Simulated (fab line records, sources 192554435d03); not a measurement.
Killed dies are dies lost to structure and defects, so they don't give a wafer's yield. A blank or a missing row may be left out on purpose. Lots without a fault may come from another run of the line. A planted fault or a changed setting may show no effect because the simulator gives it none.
Chamber matching | flow n5_finfet | N5_ILD0_ALD_15 on ald_sin-04: 4 sister chambers
The step deposits SiNx, target thk 24 nm, pulse time 1 s, ald cycles 480. 16 wafers are shown with their chamber, then 8 later ones without.

WAFERS WITH THEIR CHAMBER
wafer  | chamber | heater_power_w (W) | precursor_pulse_height_rel | susceptor_temp_C (C)
L076.1 | 0       | 753                | 0.979                      | 400.10
L076.4 | 2       | 960                | 1.000                      | 399.91
L076.5 | 2       | 1006               | 0.994                      | 400.18
L078.1 | 2       | 968                | 1.010                      | 400.00
L078.3 | 3       | 885                | 0.996                      | 399.94
L078.4 | 1       | 785                | 1.009                      | 399.96
L085.2 | 1       | 806                | 1.007                      | 399.91
L085.3 | 2       | 967                | 0.978                      | 399.97
L085.4 | 3       | 899                | 1.038                      | 400.12
L088.1 | 2       | 987                | 0.972                      | 400.26
L088.3 | 1       | 783                | 1.027                      | 399.84
L088.6 | 0       | 764                | 1.019                      | 399.86
L090.3 | 3       | 899                | 0.992                      | 399.83
L090.4 | 2       | 975                | 1.014                      | 399.96
L090.5 | 3       | 876                | 1.036                      | 399.93
L092.1 | 0       | 773                | 0.986                      | 400.12

SIGNATURES (means of the wafers above)
reading                    | chamber 0 | chamber 1 | chamber 2 | chamber 3 | scatter within a chamber
heater_power_w             | 763.33    | 791.33    | 977.17    | 889.75    | 13.9
precursor_pulse_height_rel | 0.99467   | 1.01433   | 0.99467   | 1.01550   | 0.0192
susceptor_temp_C           | 400.0267  | 399.9033  | 400.0467  | 399.9550  | 0.126
Rule: a wafer's distance from a chamber is the root of the sum, over the readings, of the square of ((its reading less the chamber's mean) divided by the reading's scatter). The wafer belongs to the nearest chamber; if the next one is less than 2 further off, it can't be placed. The scatter: the root of (the sum of the squares of (reading less its chamber's mean) over the shown wafers, divided by (wafers less chambers)).

WAFERS WITHOUT THEIR CHAMBER
wafer  | heater_power_w (W) | precursor_pulse_height_rel | susceptor_temp_C (C)
L092.2 | 1003               | 1.011                      | 400.10
L092.6 | 757                | 1.016                      | 400.19
L095.2 | 798                | 0.984                      | 399.95
L095.5 | 889                | 0.999                      | 399.79
L095.6 | 755                | 0.990                      | 400.02
L096.2 | 756                | 1.018                      | 400.22
L096.4 | 973                | 0.947                      | 399.73
L096.5 | 748                | 1.008                      | 400.13

WHICH CHAMBER EACH WENT THROUGH
wafer  | from the rows above     | in truth
L092.2 | 2                       | 2
L092.6 | can't be placed: 0 or 1 | 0
L095.2 | can't be placed: 1 or 0 | 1
L095.5 | 3                       | 3
L095.6 | 0                       | 0
L096.2 | can't be placed: 0 or 1 | 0
L096.4 | 2                       | 2
L096.5 | 0                       | 0
Placed correctly: 5 of 8. Can't be placed from these rows: 3 (the true chamber is among the candidates in 3). Placed wrongly: 0.
